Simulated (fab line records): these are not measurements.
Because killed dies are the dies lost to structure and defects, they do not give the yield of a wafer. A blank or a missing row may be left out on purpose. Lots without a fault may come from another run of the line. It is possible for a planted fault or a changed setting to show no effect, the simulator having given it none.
Matching of chambers | flow n5_finfet | 3 sister chambers for N5_BEOL_M8_DEP_56 on pecvd-03
The step deposits SiCN from 3MS/NH3, target thk 10 nm, time 17.5 s. 6 wafers are shown with their chamber, then 7 later ones without.

== EACH WAFER AND ITS CHAMBER ==
wafer  | chamber | showerhead_plenum_p_Torr (Torr) | throttle_valve_pct (%)
L091.3 | 2       | 3.658                           | 8.85
L091.5 | 2       | 3.656                           | 8.60
L093.4 | 1       | 3.677                           | 8.87
L093.5 | 0       | 3.678                           | 9.00
L095.2 | 1       | 3.673                           | 9.16
L095.3 | 0       | 3.670                           | 9.09

== WAFERS WHOSE CHAMBER IS MISSING ==
wafer  | showerhead_plenum_p_Torr (Torr) | throttle_valve_pct (%)
L095.5 | 3.667                           | 9.00
L096.1 | 3.675                           | 9.06
L096.3 | 3.681                           | 9.15
L096.5 | 3.672                           | 8.97
L097.1 | 3.675                           | 9.42
L097.2 | 3.681                           | 9.05
L097.3 | 3.662                           | 9.06

== THE CHAMBER EACH PASSED THROUGH ==
wafer  | from the rows above          | in truth
L095.5 | can't be placed: 0 or 1 or 2 | 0
L096.1 | can't be placed: 1 or 0      | 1
L096.3 | can't be placed: 1 or 0      | 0
L096.5 | can't be placed: 0 or 1      | 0
L097.1 | can't be placed: 0 or 1      | 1
L097.2 | can't be placed: 1 or 0      | 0
L097.3 | can't be placed: 2 or 0 or 1 | 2
Placed correctly: 0 of 7. Can't be placed from these rows: 7 (the true chamber is among the candidates in 7). Wrongly placed: 0.
How it was worked out, from the rows above alone: a wafer's distance from a chamber is the root of the sum, over the readings, of the square of ((its reading less the chamber's mean) divided by the reading's scatter). If the next closest chamber is less than 2 further off than the closest, the wafer can't be placed; otherwise it belongs to the closest. Each chamber's mean is taken over the wafers shown for it. The scatter: take each reading less its chamber's mean, square it, sum over the shown wafers, divide by the number of wafers less the number of chambers, and take the root.
